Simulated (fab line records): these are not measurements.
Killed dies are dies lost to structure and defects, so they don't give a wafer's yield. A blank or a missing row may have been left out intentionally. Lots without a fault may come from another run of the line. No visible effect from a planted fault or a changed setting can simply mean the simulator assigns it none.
Chamber matching || flow n5-finfet || cmp-01 running N5_BEOL_M11_CMP_52: 4 sister chambers
The step polishes, stops on SiCOH lowk, t overpolish 7 s, target thk 140 nm. 20 wafers are shown with their chamber, then 10 later ones without.

WAFERS PAIRED WITH THEIR CHAMBERS
{"wafer": "L076.3", "chamber": 2, "motor-current-A (A)": 6.4, "time-to-endpoint-s (s)": 70, "barrier-field-endpoint-s (s)": 30.3}
{"wafer": "L076.4", "chamber": 0, "motor-current-A (A)": 5.9, "time-to-endpoint-s (s)": 67, "barrier-field-endpoint-s (s)": 28.2}
{"wafer": "L076.5", "chamber": 1, "motor-current-A (A)": 6.4, "time-to-endpoint-s (s)": 64, "barrier-field-endpoint-s (s)": 29.4}
{"wafer": "L077.1", "chamber": 1, "motor-current-A (A)": 6.3, "time-to-endpoint-s (s)": 66, "barrier-field-endpoint-s (s)": 29.0}
{"wafer": "L077.2", "chamber": 2, "motor-current-A (A)": 6.1, "time-to-endpoint-s (s)": 72, "barrier-field-endpoint-s (s)": 28.7}
{"wafer": "L077.5", "chamber": 2, "motor-current-A (A)": 6.1, "time-to-endpoint-s (s)": 71, "barrier-field-endpoint-s (s)": 30.0}
{"wafer": "L079.2", "chamber": 3, "motor-current-A (A)": 5.5, "time-to-endpoint-s (s)": 66, "barrier-field-endpoint-s (s)": 28.0}
{"wafer": "L079.4", "chamber": 0, "motor-current-A (A)": 6.0, "time-to-endpoint-s (s)": 71, "barrier-field-endpoint-s (s)": 29.2}
{"wafer": "L079.6", "chamber": 2, "motor-current-A (A)": 6.0, "time-to-endpoint-s (s)": 73, "barrier-field-endpoint-s (s)": 31.1}
{"wafer": "L082.3", "chamber": 2, "motor-current-A (A)": 6.1, "time-to-endpoint-s (s)": 70, "barrier-field-endpoint-s (s)": 29.8}
{"wafer": "L082.5", "chamber": 2, "motor-current-A (A)": 6.2, "time-to-endpoint-s (s)": 74, "barrier-field-endpoint-s (s)": 30.4}
{"wafer": "L082.6", "chamber": 3, "motor-current-A (A)": 5.4, "time-to-endpoint-s (s)": 68, "barrier-field-endpoint-s (s)": 29.0}
{"wafer": "L087.2", "chamber": 3, "motor-current-A (A)": 5.3, "time-to-endpoint-s (s)": 64, "barrier-field-endpoint-s (s)": 28.5}
{"wafer": "L087.4", "chamber": 0, "motor-current-A (A)": 5.9, "time-to-endpoint-s (s)": 71, "barrier-field-endpoint-s (s)": 30.8}
{"wafer": "L087.6", "chamber": 1, "motor-current-A (A)": 6.6, "time-to-endpoint-s (s)": 65, "barrier-field-endpoint-s (s)": 29.5}
{"wafer": "L088.2", "chamber": 1, "motor-current-A (A)": 6.5, "time-to-endpoint-s (s)": 67, "barrier-field-endpoint-s (s)": 28.0}
{"wafer": "L088.4", "chamber": 3, "motor-current-A (A)": 5.5, "time-to-endpoint-s (s)": 64, "barrier-field-endpoint-s (s)": 29.0}
{"wafer": "L088.6", "chamber": 2, "motor-current-A (A)": 6.2, "time-to-endpoint-s (s)": 70, "barrier-field-endpoint-s (s)": 30.3}
{"wafer": "L090.2", "chamber": 1, "motor-current-A (A)": 6.2, "time-to-endpoint-s (s)": 63, "barrier-field-endpoint-s (s)": 28.2}
{"wafer": "L090.4", "chamber": 2, "motor-current-A (A)": 5.9, "time-to-endpoint-s (s)": 69, "barrier-field-endpoint-s (s)": 30.9}

SIGNATURES (averages over the wafers above)
{"reading": "motor-current-A", "chamber 0": 5.933, "chamber 1": 6.400, "chamber 2": 6.125, "chamber 3": 5.425, "scatter within a chamber": 0.134}
{"reading": "time-to-endpoint-s", "chamber 0": 69.67, "chamber 1": 65.00, "chamber 2": 71.12, "chamber 3": 65.50, "scatter within a chamber": 1.81}
{"reading": "barrier-field-endpoint-s", "chamber 0": 29.400, "chamber 1": 28.820, "chamber 2": 30.188, "chamber 3": 28.625, "scatter within a chamber": 0.784}
Rule: a wafer lies at a distance from a chamber equal to the root of the sum of squares, over the readings, of (its reading less the chamber's mean, divided by the reading's scatter). If the next closest chamber is less than 2 further off than the closest, the wafer can't be placed; otherwise it belongs to the closest. The scatter: take each reading less its chamber's mean, square it, sum over the shown wafers, divide by the number of wafers less the number of chambers, and take the root.

WAFERS WHOSE CHAMBER IS MISSING
{"wafer": "L090.6", "motor-current-A (A)": 6.1, "time-to-endpoint-s (s)": 70, "barrier-field-endpoint-s (s)": 29.9}
{"wafer": "L092.1", "motor-current-A (A)": 5.9, "time-to-endpoint-s (s)": 62, "barrier-field-endpoint-s (s)": 27.8}
{"wafer": "L092.3", "motor-current-A (A)": 5.8, "time-to-endpoint-s (s)": 62, "barrier-field-endpoint-s (s)": 27.1}
{"wafer": "L092.4", "motor-current-A (A)": 6.3, "time-to-endpoint-s (s)": 67, "barrier-field-endpoint-s (s)": 28.6}
{"wafer": "L095.2", "motor-current-A (A)": 6.3, "time-to-endpoint-s (s)": 72, "barrier-field-endpoint-s (s)": 30.1}
{"wafer": "L095.5", "motor-current-A (A)": 5.3, "time-to-endpoint-s (s)": 65, "barrier-field-endpoint-s (s)": 29.3}
{"wafer": "L095.6", "motor-current-A (A)": 6.0, "time-to-endpoint-s (s)": 70, "barrier-field-endpoint-s (s)": 30.2}
{"wafer": "L096.2", "motor-current-A (A)": 6.6, "time-to-endpoint-s (s)": 61, "barrier-field-endpoint-s (s)": 27.3}
{"wafer": "L096.4", "motor-current-A (A)": 6.1, "time-to-endpoint-s (s)": 67, "barrier-field-endpoint-s (s)": 28.7}
{"wafer": "L096.5", "motor-current-A (A)": 6.2, "time-to-endpoint-s (s)": 69, "barrier-field-endpoint-s (s)": 28.0}

THE CHAMBER EACH PASSED THROUGH
{"wafer": "L090.6", "from the rows above": "can't be placed: 2 or 0", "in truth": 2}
{"wafer": "L092.1", "from the rows above": "can't be placed: 3 or 1 or 0 or 2", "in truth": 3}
{"wafer": "L092.3", "from the rows above": "can't be placed: 3 or 1 or 0", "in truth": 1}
{"wafer": "L092.4", "from the rows above": "can't be placed: 1 or 0 or 2", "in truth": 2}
{"wafer": "L095.2", "from the rows above": "can't be placed: 2 or 0", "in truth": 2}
{"wafer": "L095.5", "from the rows above": 3, "in truth": 3}
{"wafer": "L095.6", "from the rows above": "can't be placed: 2 or 0", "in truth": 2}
{"wafer": "L096.2", "from the rows above": 1, "in truth": 1}
{"wafer": "L096.4", "from the rows above": "can't be placed: 0 or 1 or 2", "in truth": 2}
{"wafer": "L096.5", "from the rows above": "can't be placed: 0 or 1 or 2", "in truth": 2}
2 of 10 placed correctly. Unplaceable from these rows: 8, with the true chamber sitting among the candidates in 8. Placed wrongly: 0.
